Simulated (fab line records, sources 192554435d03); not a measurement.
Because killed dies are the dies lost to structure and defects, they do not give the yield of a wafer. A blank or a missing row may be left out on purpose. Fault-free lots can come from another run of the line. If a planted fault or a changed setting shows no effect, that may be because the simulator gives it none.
fab line records | flow n5Finfet
[record] lots = 7 wafers = 21 lastDay = 19
route steps=1938 shown BEOL_M13@1668 PASSIVATION@1936
lots with no fault: from the same line, run without faults
startH: hours from the record's opening day to when the first of the lot's shown wafers began | waitH: hours since the lot's step before | " unchanged from the row above | L1.1+2: several wafers, shown together as one row | - no value, or no start given | * or withheld: withheld | < > ~ a bound
route shown NAME@n: names a module that has steps shown in the file, with the first one's number in the route | usual: average and standard deviation across the fault-free wafers | same: alike in all rows | chamber/n: place in a boat | sites: per-site readings | _std_site: standard deviation across them | _edge_site: the outer-site mean with the inner-site mean subtracted | radiusMm: how far each site lies from the wafer's centre | mask NAME#n: copy n | behind: the tool/chamber that last shaped the wafer | hold: cause of the lot's hold/its duration in hours/its outcome | device: names the non-switching transistor (n, p or np) | end of line: at the end of the route, the tests of the same wafers | where a step has no rows: the recipe by itself | killed: not the wafer's yield, but the dies lost to structure and defects at the first sort | map: a wafer's dies, x killed, . not, _ none there
set.NAME: the run value of the setting; set.NAME@STEP: its run value at that earlier step | model.NAME: the simulator's own value behind a step, which no gauge read
a table for each step, a row for each wafer; lots at some steps of the route
services: from which hour (startH, from the record's first day; less than 0 if before it) a tool's chamber was out of use, for how many hours, and why
[[steps]]
[step N5_BEOL_M13_HARDBAKE_14]
[recipe] tempC = 130 timeS = 120
[step N5_BEOL_M13_CD_MEAS_10]
[recipe] targetCdNm = 190 landingEnergyEv = 500 detector = seInlens polarity = opening
[usual] cdNm = 190.0/1.6
[same] landingEnergyEv = 500
// columns lot.wafer tool chamber startH waitH cdNm
L131.2 cdSem-03 0 285.32 - 193.4
L131.4 " 0 " " 191.7
L131.5 " 0 " " 190.6
L134.2 cdSem-02 0 297.78 - 188.1
L134.3 " 0 " " 188.7
L134.5 " 0 " " 188.6
L142.1 cdSem-03 0 352.10 - 187.5
L142.3 " 0 " " 188.7
L142.6 " 0 " " 189.6
L144.3 cdSem-01 0 371.46 - 193.1
L144.4 " 0 " " 191.3
L144.6 " 0 " " 192.7
L150.1 cdSem-03 0 397.92 - 190.9
L150.2 " 0 " " 191.7
L150.6 " 0 " " 190.9
L152.2 cdSem-02 0 399.02 - 189.5
L152.5 " 0 " " 189.2
L152.6 " 0 " " 188.0
L153.2 cdSem-03 0 415.77 - 191.0
L153.4 " 0 " " 191.1
L153.5 " 0 " " 191.0
[step N5_BEOL_M13_OVL_MEAS_11]
[recipe] pointsPerWafer = 44
[usual] V12_OVL = -4/5.2
[same] pointsPerWafer = 44
// columns lot.wafer tool chamber startH waitH V12_OVL[nm]
L131.2 overlay-02 0 285.35 0.0 1
L131.4 " 0 " " 0
L131.5 " 0 " " -1
L134.2 overlay-02 0 297.80 0.0 -4
L134.3 " 0 " " 1
L134.5 " 0 " " -1
L142.1 overlay-01 0 352.13 0.0 -4
L142.3 " 0 " " -2
L142.6 " 0 " " -3
L144.3 overlay-02 0 371.48 0.0 -1
L144.4 " 0 " " 1
L144.6 " 0 " " 2
L150.1 overlay-02 0 397.95 0.0 -10
L150.2 " 0 " " -2
L150.6 " 0 " " -5
L152.2 overlay-01 0 399.05 0.0 -4
L152.5 " 0 " " -3
L152.6 " 0 " " -3
L153.2 overlay-01 0 415.80 0.0 -13
L153.4 " 0 " " -5
L153.5 " 0 " " -5
[step N5_BEOL_M13_INSPECT_12]
[recipe] mode = adi inspectInstrument = macro
[usual] rawDefectCount = 2.1/1.4
// columns lot.wafer tool chamber startH waitH rawDefectCount
L131.2 defectInspect-01 - 285.37 0.0 0
L131.4 " - " " 1
L131.5 " - " " 4
L134.2 defectInspect-01 - 297.83 0.0 2
L134.3 " - " " 0
L134.5 " - " " 1
L142.1 defectInspect-01 - 352.15 0.0 3
L142.3 " - " " 1
L142.6 " - " " 2
L144.3 defectInspect-01 - 371.51 0.0 2
L144.4 " - " " 3
L144.6 " - " " 1
L150.1 defectInspect-02 - 397.98 0.0 2
L150.2 " - " " 0
L150.6 " - " " 2
L152.2 defectInspect-01 - 399.08 0.0 3
L152.5 " - " " 3
L152.6 " - " " 1
L153.2 defectInspect-01 - 415.82 0.0 2
L153.4 " - " " 4
L153.5 " - " " 2
[step N5_BEOL_M13_DESCUM_15]
[recipe] chemistry = O2 timeS = 7.9 sourcePowerW = 50 biasPowerW = 20 pressureMtorr = 20 rfFrequencyHz = 2.712e+07 tempC = 40 o2FlowSccm = 225
[usual] drypumpMotorCurrentA = 5.9/0.6 oesProductAu = 0.76/0.064 rfVppV = 242.9/1.2 showerheadPlenumPTorr = 2.07/0.064 throttleValvePct = 20.50/0.2
// columns lot.wafer tool chamber startH waitH drypumpMotorCurrentA oesProductAu rfHoursCounterH rfVppV showerheadPlenumPTorr throttleValvePct
L131.2 rieDiel-06 0 285.41 0.0 6.5 0.86 43 243.4 2.14 20.34
L131.4 " 2 " " 5.7 0.73 167 241.8 1.99 20.50
L131.5 " 3 " " 4.9 0.71 - 243.2 2.07 20.51
L134.2 rieDiel-06 1 297.96 0.1 6.0 0.68 228 244.2 2.15 20.77
L134.3 " 2 " " 5.6 0.73 171 241.6 1.99 20.52
L134.5 " 0 " " 6.5 0.86 - 243.7 2.13 20.35
L142.1 rieDiel-02 2 352.57 0.4 6.5 0.76 123 242.2 2.02 20.42
L142.3 " 0 " " 5.4 0.80 107 243.5 2.10 20.31
L142.6 " 1 " " 6.4 0.70 - 243.9 2.15 20.14
L144.3 rieDiel-06 1 372.27 0.8 6.0 0.66 250 244.1 2.15 20.80
L144.4 " 0 " " 6.5 0.83 71 243.3 2.13 20.36
L144.6 " 1 " " 6.0 0.66 - 244.1 2.15 20.80
L150.1 rieDiel-02 0 398.01 0.0 5.4 0.79 120 243.8 2.10 20.33
L150.2 " 2 " " 6.5 0.74 138 243.0 2.02 20.45
L150.6 " 0 " " 5.4 0.79 - 243.2 2.10 20.33
L152.2 rieDiel-02 1 399.11 0.0 6.4 0.68 228 243.2 2.15 20.16
L152.5 " 2 " " 6.5 0.74 - 243.0 2.02 20.44
L152.6 " 3 " " 6.8 0.76 - 242.3 2.01 20.90
L153.2 rieDiel-04 2 415.86 0.0 5.2 0.96 15 245.2 2.24 20.33
L153.4 " 0 " " 6.0 0.81 103 242.6 2.02 20.36
L153.5 " 0 " " 6.0 0.81 - 242.9 2.02 20.37
[step N5_BEOL_M13_ETCH_59]
[recipe] chemistry = N2/H2 target = BARC targetDepthA = 890 overetchA = 267 timeS = 67.9 ionEnergyEv = 200 pressureMtorr = 30 sourceW = 840 biasW = 150 n2FlowSccm = 200 h2FlowSccm = 200
[usual] biasW = 150.0/0.42 drypumpMotorCurrentA = 5.9/0.6 oesProductAu = 0.65/0.049 rfVppV = 523.2/2.3 showerheadPlenumPTorr = 2.52/0.079 throttleValvePct = 18.00/0.23
// columns lot.wafer tool chamber startH waitH biasW drypumpMotorCurrentA oesProductAu rfHoursCounterH rfVppV showerheadPlenumPTorr throttleValvePct
L131.2 rieDiel-06 0 285.44 0.0 149.7 6.5 0.72 43 525.9 2.59 17.81
L131.4 " 2 " " 150.5 5.7 0.63 167 520.2 2.43 18.07
L131.5 " 3 " " 149.4 4.9 0.62 - 522.3 2.53 18.01
L134.2 rieDiel-06 1 298.00 0.0 150.6 6.0 0.60 228 524.9 2.62 18.31
L134.3 " 2 " " 149.6 5.7 0.63 171 520.7 2.43 18.07
L134.5 " 0 " " 149.6 6.5 0.72 - 524.5 2.59 17.82
L142.1 rieDiel-02 2 352.60 0.0 150.2 6.5 0.66 123 521.6 2.45 17.80
L142.3 " 0 " " 149.9 5.4 0.69 107 523.7 2.56 17.83
L142.6 " 1 " " 150.4 6.4 0.61 - 525.2 2.64 17.78
L144.3 rieDiel-06 1 372.31 0.0 149.8 6.0 0.58 250 526.5 2.61 18.35
L144.4 " 0 " " 150.8 6.5 0.70 71 523.5 2.58 17.85
L144.6 " 1 " " 149.7 6.0 0.58 - 525.6 2.61 18.36
L150.1 rieDiel-02 0 398.05 0.0 149.4 5.4 0.69 120 523.5 2.56 17.86
L150.2 " 2 " " 149.6 6.5 0.65 138 521.9 2.45 17.84
L150.6 " 0 " " 149.4 5.4 0.69 - 523.6 2.56 17.85
L152.2 rieDiel-02 1 399.14 0.0 149.7 6.4 0.59 228 525.2 2.63 17.81
L152.5 " 2 " " 150.7 6.5 0.64 - 522.2 2.45 17.85
L152.6 " 3 " " 149.9 6.8 0.65 - 521.1 2.45 18.50
L153.2 rieDiel-04 2 415.89 0.0 150.4 5.2 0.80 15 527.8 2.70 17.50
L153.4 " 0 " " 150.2 6.0 0.71 103 522.2 2.45 17.83
L153.5 " 0 " " 150.4 6.0 0.71 - 522.0 2.45 17.82
[step N5_BEOL_M13_VIA_ETCH_16]
[recipe] chemistry = C4F8/O2/Ar target = SiOC pressureMtorr = 30 sourceW = 3000 biasW = 700 Ar_flow_sccm = 400 C4F8_flow_sccm = 15 O2_flow_sccm = 8 heInnerTorr = 15 heOuterTorr = 30 targetDepthA = 9217 timeS = withheld ionEnergyEv = 250 ends = cleared
[usual] C4F8_flow_sccm = 14.99/0.049 biasW = 700.0/2.2 drypumpMotorCurrentA = 5.9/0.6 heInnerTorr = 15.00/0.033 oesProductAu = 0.69/0.056 rfVppV = 664.6/2.8 showerheadPlenumPTorr = 3.38/0.092 throttleValvePct = 24.24/0.23
// columns lot.wafer tool chamber startH waitH C4F8_flow_sccm biasW drypumpMotorCurrentA heInnerTorr oesProductAu rfVppV showerheadPlenumPTorr throttleValvePct
L131.2 rieDiel-06 0 285.50 0.0 15.07 700.4 6.5 14.99 0.78 666.1 3.47 24.05
L131.4 " 2 " " 14.96 699.8 5.7 15.02 0.67 661.4 3.25 24.24
L131.5 " 3 " " 15.05 699.4 4.9 15.01 0.65 665.2 3.41 24.36
L134.2 rieDiel-06 1 298.05 0.0 14.93 695.7 6.0 15.02 0.63 667.6 3.49 24.46
L134.3 " 2 " " 15.02 699.8 5.7 15.03 0.66 661.3 3.25 24.25
L134.5 " 0 " " 14.93 703.0 6.5 14.98 0.77 665.9 3.46 24.04
L142.1 rieDiel-02 2 352.66 0.0 15.00 699.1 6.6 14.97 0.69 662.2 3.32 24.18
L142.3 " 0 " " 14.96 701.1 5.4 15.01 0.73 665.8 3.40 23.93
L142.6 " 1 " " 14.98 700.4 6.4 15.01 0.64 669.9 3.50 23.82
L144.3 rieDiel-06 1 372.36 0.0 14.90 699.0 6.0 14.98 0.60 666.6 3.48 24.50
L144.4 " 0 " " 14.94 696.3 6.5 15.02 0.74 664.3 3.45 24.09
L144.6 " 1 " " 14.94 698.5 6.0 15.01 0.61 667.1 3.48 24.47
L150.1 rieDiel-02 0 398.10 0.0 14.99 700.2 5.4 14.93 0.72 665.8 3.40 23.95
L150.2 " 2 " " 14.87 695.8 6.5 14.87 0.68 661.8 3.31 24.18
L150.6 " 0 " " 15.05 699.5 5.4 15.00 0.72 666.2 3.40 23.94
L152.2 rieDiel-02 1 399.20 0.0 14.99 701.6 6.4 14.99 0.64 667.6 3.49 23.85
L152.5 " 2 " " 15.00 697.3 6.6 14.95 0.67 663.5 3.31 24.20
L152.6 " 3 " " 14.96 698.4 6.8 14.98 0.68 662.0 3.29 24.70
L153.2 rieDiel-04 2 415.94 0.0 15.02 697.8 5.2 15.00 0.88 671.7 3.61 24.01
L153.4 " 0 " " 15.02 697.4 6.0 15.03 0.74 663.0 3.33 24.22
L153.5 " 0 " " 14.98 698.8 6.0 15.01 0.74 662.4 3.33 24.23
[step N5_BEOL_M13_STRIP_63]
[recipe] chemistry = N2/H2 powerW = 1000 tempC = 250 h2Frac = 0.65 overashFraction = 0.3 pressureMtorr = 1000 n2FlowSccm = 1750 h2FlowSccm = 3250
[usual] drypumpMotorCurrentA = 6.08/0.12 heaterPowerW = 318/31 oesProductAu = 0.673/0.0051 stripTimeToEndpointS = 27.4/1.1
// columns lot.wafer tool chamber startH waitH drypumpMotorCurrentA heaterPowerW oesProductAu rfHoursCounterH stripTimeToEndpointS
L131.2 plasmaAsher-02 0 285.73 - 6.02 287 0.678 129 27.0
L131.4 " 0 " " 5.97 292 0.660 - 26.1
L131.5 " 0 " " 6.04 292 0.670 - 29.0
L134.2 plasmaAsher-01 1 298.28 - 5.91 364 0.673 81 29.5
L134.3 " 1 " " 5.97 354 0.674 - 27.2
L134.5 " 0 " " 6.25 297 0.670 - 25.9
L142.1 plasmaAsher-02 0 352.89 - 6.04 282 0.671 148 26.8
L142.3 " 0 " " 6.04 292 0.667 - 27.6
L142.6 " 0 " " 6.07 287 0.669 - 25.0
L144.3 plasmaAsher-01 1 372.62 - 5.94 360 0.670 - 28.8
L144.4 " 0 " " 6.23 285 0.671 - 26.7
L144.6 " 1 " " 5.93 360 0.678 - 28.1
L150.1 plasmaAsher-02 0 398.34 - 6.01 285 0.673 156 29.2
L150.2 " 1 " " 6.14 334 0.674 156 29.8
L150.6 " 0 " " 6.01 288 0.677 - 28.6
L152.2 plasmaAsher-01 1 399.43 - 5.96 355 0.680 98 27.0
L152.5 " 1 " " 5.89 360 0.677 - 28.7
L152.6 " 0 " " 6.24 292 0.669 - 27.9
L153.2 plasmaAsher-02 1 416.18 - 6.12 342 0.673 160 27.2
L153.4 " 1 " " 6.14 332 0.661 - 25.4
L153.5 " 0 " " 5.97 287 0.666 - 27.4
[step N5_BEOL_M13_STRIP_64]
[recipe] chemistry = N2/H2 powerW = 1000 tempC = 250 h2Frac = 0.65 overashFraction = 0.3 pressureMtorr = withheld n2FlowSccm = 1750 h2FlowSccm = 3250
[usual] drypumpMotorCurrentA = 6.08/0.12 heaterPowerW = 318/31 oesProductAu = 0.715/0.0047 stripTimeToEndpointS = 31.30/0.061
// columns lot.wafer tool chamber startH waitH drypumpMotorCurrentA heaterPowerW oesProductAu rfHoursCounterH stripTimeToEndpointS
L131.2 plasmaAsher-02 0 285.79 0.0 6.00 287 0.709 129 31.30
L131.4 " 0 " " 5.99 296 0.712 - 31.26
L131.5 " 0 " " 6.05 288 0.713 - 31.33
L134.2 plasmaAsher-01 1 298.34 0.0 5.95 362 0.720 81 31.31
L134.3 " 1 " " 5.96 362 0.722 - 31.28
L134.5 " 0 " " 6.25 277 0.722 - 31.33
L142.1 plasmaAsher-02 0 352.95 0.0 5.96 282 0.713 148 31.29
L142.3 " 0 " " 5.97 278 0.717 - 31.24
L142.6 " 0 " " 6.01 288 0.718 - 31.28
L144.3 plasmaAsher-01 1 372.68 0.0 5.93 356 0.720 - 31.32
L144.4 " 0 " " 6.27 284 0.719 - 31.38
L144.6 " 1 " " 5.88 352 0.721 - 31.33
L150.1 plasmaAsher-02 0 398.40 0.0 6.00 297 0.714 157 31.34
L150.2 " 1 " " 6.13 339 0.718 157 31.41
L150.6 " 0 " " 6.02 289 0.713 - 31.46
L152.2 plasmaAsher-01 1 399.49 0.0 5.94 354 0.717 98 31.24
L152.5 " 1 " " 5.87 346 0.711 - 31.15
L152.6 " 0 " " 6.25 284 0.713 - 31.29
L153.2 plasmaAsher-02 1 416.24 0.0 6.15 337 0.714 160 31.33
L153.4 " 1 " " 6.14 346 0.704 - 31.31
L153.5 " 0 " " 6.03 288 0.708 - 31.27
[step N5_BEOL_M13_STRIP_71]
[recipe] chemistry = postEtchResidueRemover timeS = 60 tempC = 25 removerPh = withheld removerWaterWtPct = withheld removerFluorideWtPct = withheld
[step N5_BEOL_M13_SRD_72]
[recipe] timeS = 30 tempC = 23 rinseLiquid = diw dry = n2Spin spinRpm = 1500 dryTimeS = 30
[step N5_BEOL_M13_CD_MEAS_17]
[recipe] targetCdNm = 190 polarity = opening
[usual] cdNm = 190.5/1.9
// columns lot.wafer tool chamber startH waitH cdNm
L131.2 cdSem-02 - 285.94 0.0 194.3
L131.4 " - " " 193.2
L131.5 " - " " 190.5
L134.2 cdSem-01 - 298.49 0.0 188.6
L134.3 " - " " 189.6
L134.5 " - " " 188.9
L142.1 cdSem-03 - 353.10 0.0 187.7
L142.3 " - " " 189.8
L142.6 " - " " 189.5
L144.3 cdSem-02 - 372.81 0.0 193.8
L144.4 " - " " 192.5
L144.6 " - " " 194.6
L150.1 cdSem-01 - 398.55 0.0 191.0
L150.2 " - " " 190.1
L150.6 " - " " 191.1
L152.2 cdSem-02 - 399.64 0.0 189.6
L152.5 " - " " 189.2
L152.6 " - " " 189.4
L153.2 cdSem-01 - 416.39 0.0 192.4
L153.4 " - " " 190.5
L153.5 " - " " 191.4
[step N5_BEOL_M13_COAT_65]
[recipe] resist = SOC tempC = 250 timeS = 60 spinRpm = 1500 resistThkNm = 350
[usual] spinSpeedRpm = 1499.9/0.88
// columns lot.wafer tool chamber startH waitH spinSpeedRpm model.SOC_of_BEOL_M13_COAT_65.thkNm
L131.2 lithoTrack-01 0 285.97 0.0 1499.9 350.8
L131.4 " 0 " " 1499.6 349.6
L131.5 " 0 " " 1500.5 350.4
L134.2 lithoTrack-01 0 298.53 0.0 1499.4 348.8
L134.3 " 0 " " 1498.8 348.4
L134.5 " 0 " " 1500.2 348.6
L142.1 lithoTrack-01 0 353.14 0.0 1380.2 363.2
L142.3 " 0 " " 1381.1 364.8
L142.6 " 0 " " 1379.6 364.4
L144.3 lithoTrack-01 0 372.84 0.0 1380.7 365.6
L144.4 " 0 " " 1381.2 365.2
L144.6 " 0 " " 1381.7 365
L150.1 lithoTrack-01 0 398.58 0.0 1378.8 364.8
L150.2 " 0 " " 1380.9 364.6
L150.6 " 0 " " 1380.7 364.8
L152.2 lithoTrack-03 0 399.68 0.0 1499.5 348.4
L152.5 " 0 " " 1500.1 350.4
L152.6 " 0 " " 1501.8 349.2
L153.2 lithoTrack-05 0 416.42 0.0 1500.9 349.8
L153.4 " 0 " " 1501.3 349.6
L153.5 " 0 " " 1500.6 350.4
[step N5_BEOL_M13_COAT_66]
[recipe] resist = SiARC tempC = 220 timeS = 60 spinRpm = 1500 resistThkNm = 110
[step N5_PASSIVATION_PROBE_49]
[usual] defectLimitedYield = 91.0/1.4 killed_at_M0_to_M3 = 33/11 killed_at_M4_up = 14/5 killedAtContacts = 11/7.3 killedAtFrontEnd = 43/12 killedAtOther = 4/3.1 killedDies = 106/17 killedOpen = 69/13 killedShort = 34/8.7 sort_bin_5_function = 5.2/0.96 sort_bin_6_memory = 3.3/0.66 sortNPass = 1074/17 sortYieldPct = 91.0/1.4
[same] grossDies = 1180 killedAtBackSide = 0 sort_bin_4_leakage[%] = 0 sort_bin_8_speed[%] = 0
// columns lot.wafer tool chamber startH waitH defectLimitedYield[%] killed_at_M0_to_M3 killed_at_M4_up killedAtContacts killedAtFrontEnd killedAtOther killedDies killedOpen killedShort sort_bin_5_function[%] sort_bin_6_memory[%] sortNPass sortYieldPct[%]
L134.2 prober-01 - 336.61 0.1 90.2 37 15 15 47 2 116 80 36 5.8 3.8 1064 90.2
L134.3 prober-01 - 336.66 0.1 90.1 33 9 13 55 7 117 69 42 4.8 4.3 1063 90.1
L134.5 prober-01 - 336.76 0.2 90.8 35 8 15 48 3 109 84 24 5.4 3.7 1071 90.8
L144.3 prober-02 - 407.23 0.1 90.8 30 17 13 42 6 108 80 28 5.2 3.5 1072 90.8
L144.4 prober-02 - 407.28 0.2 88.5 30 25 31 46 4 136 99 36 6.0 4.8 1044 88.5
L144.6 prober-02 - 407.38 0.3 88.0 28 11 41 61 1 142 94 45 7.0 4.6 1038 88.0
// killed by level:class
L134.2 FIN_SAQP:geometricParticle:short=14 BEOL_M3:geometricParticle:open=12 MOL_CONTACT_COAG:geometricParticle:open=11 BEOL_M1:geometricParticle:open=10 BEOL_M5:geometricParticle:open=7 DUMMY_GATE:geometricParticle:open=6 BEOL_M0_SAQP:geometricParticle:open=6 FIN_SAQP:geometricParticle:open=5
L134.3 STI_FIN_REVEAL:geometricParticle:open=19 FIN_SAQP:geometricParticle:short=10 MOL_CONTACT_COAG:geometricParticle:open=10 BEOL_M0_SAQP:geometricParticle:short=6 BEOL_M2:geometricParticle:open=6 BEOL_M1:geometricParticle:open=5 HKMG_FIN:areaEtch=5 DUMMY_GATE:geometricParticle:open=4
L134.5 STI_FIN_REVEAL:geometricParticle:open=16 MOL_CONTACT_COAG:geometricParticle:open=15 FIN_SAQP:geometricParticle:open=13 BEOL_M3:geometricParticle:open=8 BEOL_M0_SAQP:geometricParticle:short=7 FIN_SAQP:geometricParticle:short=6 BEOL_M1:geometricParticle:open=5 BEOL_M0_SAQP:geometricParticle:open=5
L144.3 FIN_SAQP:geometricParticle:open=15 BEOL_M0_SAQP:geometricParticle:short=12 BEOL_M4:geometricParticle:open=11 STI_FIN_REVEAL:geometricParticle:open=10 MOL_CONTACT_COAG:geometricParticle:open=10 BEOL_M1:geometricParticle:open=6 BEOL_M2:geometricParticle:open=5 FIN_SAQP:geometricParticle:short=4
L144.4 MOL_CONTACT_COAG:geometricParticle:open=25 BEOL_M4:geometricParticle:open=17 STI_FIN_REVEAL:geometricParticle:open=15 BEOL_M0_SAQP:geometricParticle:open=12 FIN_SAQP:geometricParticle:short=6 MOL_CONTACT_COAG:geometricParticle:short=6 FIN_SAQP:geometricParticle:open=5 BEOL_M5:geometricParticle:open=4
L144.6 MOL_CONTACT_COAG:geometricParticle:open=33 STI_FIN_REVEAL:geometricParticle:open=18 FIN_SAQP:geometricParticle:short=12 BEOL_M0_SAQP:geometricParticle:short=9 FIN_SAQP:geometricParticle:open=8 MOL_CONTACT_COAG:geometricParticle:short=8 BEOL_M0_SAQP:geometricParticle:open=7 DUMMY_GATE:geometricParticle:open=6
[[services]]
// columns tool chamber startH hours kind
lithoTrack-03 - 264.18 - consumableReplace:filter
plasmaAsher-01 - 285.47 1.2 repair
rieDiel-06 3 296.14 2.1 repair
plasmaAsher-01 - 319.35 22.0 repair
lithoTrack-05 - 321.09 - consumableReplace:filter
plasmaAsher-02 - 325.92 1.3 repair
rieDiel-02 2 333.65 4.7 repair
lithoTrack-01 - 345.96 - consumableReplace:filter
rieDiel-04 2 352.44 - clean
rieDiel-04 2 352.44 - consumableReplace:focusRing
rieDiel-04 2 352.44 - consumableReplace:showerhead
rieDiel-04 2 352.44 16.8 scheduledDown
rieDiel-04 2 352.44 16.8 ventCycle
rieDiel-06 1 373.44 - clean
rieDiel-06 1 373.44 - consumableReplace:focusRing
rieDiel-06 1 373.44 28.9 scheduledDown
rieDiel-06 1 373.44 28.9 ventCycle
lithoTrack-01 - 403.05 - consumableReplace:filter
rieDiel-02 0 410.64 6.7 repair
rieDiel-02 3 411.52 9.5 repair
[[key]]
[firstSign] step = N5_BEOL_M13_COAT_65 reading = spinSpeedRpm direction = down sigmas = 99+ usual = * struck = *
effect none on later readings
[modelEffect] step = N5_BEOL_M13_COAT_65 value = SOC_of_BEOL_M13_COAT_65.thkNm without = 349.9 struck = 364.7
metAt N5_BEOL_M13_COAT_65
struckWafers L142.1,L142.3,L142.6,L144.3,L144.4,L144.6,L150.1,L150.2,L150.6
onsetBetween 298.53 353.14
[fault] kind = processParameterDrift tool = lithoTrack-01 chamber = - onsetH = 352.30 steps = N5_BEOL_M13_COAT_65 channel = spinRpm offset = * shape = step endH = 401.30 actsIn = * stated = *
